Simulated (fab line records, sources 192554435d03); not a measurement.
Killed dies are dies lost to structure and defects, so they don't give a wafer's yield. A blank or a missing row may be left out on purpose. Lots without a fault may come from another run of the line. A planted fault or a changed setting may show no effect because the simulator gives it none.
A struck lot beside a sound one | flow n5_finfet | 14 steps out of a route of 1938
Sound: wafers L394.1, L394.4, L394.6. Struck: wafers L402.1, L402.2, L402.5. The cause comes at the end.
At each step with rows: each side's tool, then ch and its chambers, then its first start. Under that, the readings that differ: sound wafers | struck wafers | difference of the means | sigmas: that difference in standard deviations of wafers without a fault.
alike: readings whose means differ by less than 2 such deviations, and words and numbers that are the same on both sides. not compared: withheld readings, readings that some wafer has no value for, bounds like >300 that may hide the same value, and numbers for which the record gives no deviation and whose values overlap.
The two part at a step that has a row with sigmas, a row that says differs or no value, or rows on one side only. Numbers that don't overlap but have no deviation are shown without sigmas and don't part them. A reading that every wafer of one side lacks parts them only if that side has two wafers or more.

N5_BEOL_M6_STRIP_67: strips in CF4.
  sound on rie_diel-02 ch 0,2,3, day 8 14:58; struck on rie_diel-06 ch 1,2, day 10 14:33
  alike: chamber_pressure_mTorr, drypump_motor_current_A, oes_product_au, power_w, rf_vpp_V, showerhead_plenum_p_Torr, throttle_valve_pct
  not compared: rf_hours_counter_h
N5_BEOL_M6_HM_OPEN_17: chemistry Cl2/BCl3, target TiN, target depth 20 nm, overetch 6 nm.
  sound on rie_metal-03 ch 0,1, day 8 15:01; struck on rie_metal-03 ch 0,1, day 10 14:35
  alike: chamber_pressure_mTorr, drypump_motor_current_A, oes_product_au, throttle_valve_pct
  not compared: rf_hours_counter_h
N5_BEOL_M6_STRIP_19: strips in O2.
  sound on rie_diel-01 ch 2,3, day 8 15:09; struck on rie_diel-02 ch 0,2, day 10 14:46
  alike: chamber_pressure_mTorr, drypump_motor_current_A, oes_product_au, rf_vpp_V, showerhead_plenum_p_Torr, throttle_valve_pct
  not compared: rf_hours_counter_h
N5_BEOL_M6_CD_MEAS_18: pitch 80 nm, target cd 40 nm.
  sound on cd_sem-03, day 8 15:13; struck on cd_sem-03, day 10 14:50
  alike: cd_nm
then, 8 steps without rows for these wafers: N5_BEOL_M6_COAT_63 (time 60 s, resist thk 60 nm); N5_BEOL_M6_COAT_64 (time 60 s, resist thk 12 nm); N5_BEOL_M6_COAT_71 (time 60 s, resist thk 5 nm); N5_BEOL_M6_COAT_22 (resist thk 30 nm); N5_BEOL_M6_EBR_24; N5_BEOL_M6_SOFTBAKE_23 (time 60 s); N5_BEOL_M6_EXPOSE_25 (exposes mask V5, target cd 40 nm); N5_BEOL_M6_PEB_26 (peb time 60 s).
N5_BEOL_M6_DEVELOP_27: develop time 30 s.
  sound on litho_track-02 ch 0, day 8 17:05; struck on litho_track-02, day 10 16:28
  no value came back on the struck wafers for chill_plate_temp_C (C), develop_time_s (s); on the sound wafers chill_plate_temp_C (C) reads 23.18 23.11 23.14
  reading                                      | sound          | struck       | difference | sigmas
  model.CAR-EUV_of_BEOL_M6_COAT_22.thk_nm (nm) | 29.8 29.6 29.8 | 30 30.2 30.2 | +0         |
N5_BEOL_M6_CD_MEAS_28: target cd 40 nm.
  sound on cd_sem-03 ch 0, day 8 17:08; struck on cd_sem-03 ch 0, day 10 16:32
  reading    | sound             | struck | difference                    | sigmas
  cd_nm (nm) | 39.18 39.53 39.42 | - - -  | no value on the struck wafers |

WHERE THEY PART
First at N5_BEOL_M6_DEVELOP_27; last, within this record, at N5_BEOL_M6_CD_MEAS_28.

WHY: what the simulator had put in
Skipped step whole: litho_track-02, from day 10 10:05 on, at N5_BEOL_M6_DEVELOP_27. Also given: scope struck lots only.
